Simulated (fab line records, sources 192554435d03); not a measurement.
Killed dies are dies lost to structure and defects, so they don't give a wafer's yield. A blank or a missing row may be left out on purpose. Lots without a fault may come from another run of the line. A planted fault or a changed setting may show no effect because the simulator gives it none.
Chamber matching | flow n5_finfet | N5_BEOL_M0_STRIP_104 on rie_diel-06: 4 sister chambers
The step strips in N2/H2. 18 wafers are shown with their chamber, then 9 later ones without.

WAFERS WITH THEIR CHAMBER
wafer  | chamber | drypump_motor_current_A (A) | showerhead_plenum_p_Torr (Torr) | throttle_valve_pct (%)
L075.2 | 3       | 5.9                         | 2.54                            | 23.6
L075.3 | 0       | 6.0                         | 2.52                            | 23.9
L075.4 | 1       | 5.8                         | 2.58                            | 23.7
L077.1 | 3       | 5.9                         | 2.54                            | 23.6
L077.2 | 1       | 5.8                         | 2.57                            | 23.7
L077.5 | 3       | 5.9                         | 2.54                            | 23.6
L079.3 | 0       | 6.0                         | 2.52                            | 24.0
L079.5 | 2       | 5.1                         | 2.64                            | 23.7
L079.6 | 1       | 5.7                         | 2.57                            | 23.7
L085.2 | 0       | 6.0                         | 2.51                            | 24.0
L085.3 | 1       | 5.8                         | 2.57                            | 23.7
L085.6 | 3       | 5.9                         | 2.53                            | 23.6
L088.1 | 3       | 5.9                         | 2.53                            | 23.7
L088.2 | 0       | 5.9                         | 2.51                            | 24.0
L088.3 | 1       | 5.7                         | 2.56                            | 23.7
L088.4 | 2       | 5.1                         | 2.64                            | 23.6
L088.5 | 0       | 6.0                         | 2.51                            | 24.0
L088.6 | 1       | 5.7                         | 2.57                            | 23.7

SIGNATURES (means of the wafers above)
reading                  | chamber 0 | chamber 1 | chamber 2 | chamber 3 | scatter within a chamber
drypump_motor_current_A  | 5.980     | 5.750     | 5.100     | 5.900     | 0.0405
showerhead_plenum_p_Torr | 2.5140    | 2.5700    | 2.6400    | 2.5360    | 0.00561
throttle_valve_pct       | 23.980    | 23.700    | 23.650    | 23.620    | 0.0387
Rule: a wafer's distance from a chamber is the root of the sum, over the readings, of the square of ((its reading less the chamber's mean) divided by the reading's scatter). The wafer belongs to the nearest chamber; if the next one is less than 2 further off, it can't be placed. The scatter: the root of (the sum of the squares of (reading less its chamber's mean) over the shown wafers, divided by (wafers less chambers)).

WAFERS WITHOUT THEIR CHAMBER
wafer  | drypump_motor_current_A (A) | showerhead_plenum_p_Torr (Torr) | throttle_valve_pct (%)
L096.1 | 6.0                         | 2.50                            | 24.0
L096.2 | 5.9                         | 2.52                            | 23.7
L096.3 | 5.0                         | 2.62                            | 23.7
L096.4 | 5.9                         | 2.52                            | 23.7
L096.5 | 6.0                         | 2.50                            | 24.0
L096.6 | 5.1                         | 2.62                            | 23.7
L094.1 | 5.9                         | 2.50                            | 24.0
L094.4 | 5.9                         | 2.50                            | 24.0
L094.5 | 5.9                         | 2.52                            | 23.6

WHICH CHAMBER EACH WENT THROUGH
wafer  | from the rows above | in truth
L096.1 | 0                   | 0
L096.2 | 3                   | 3
L096.3 | 2                   | 2
L096.4 | 3                   | 3
L096.5 | 0                   | 0
L096.6 | 2                   | 2
L094.1 | 0                   | 0
L094.4 | 0                   | 0
L094.5 | 3                   | 3
Placed correctly: 9 of 9. Can't be placed from these rows: 0. Placed wrongly: 0.
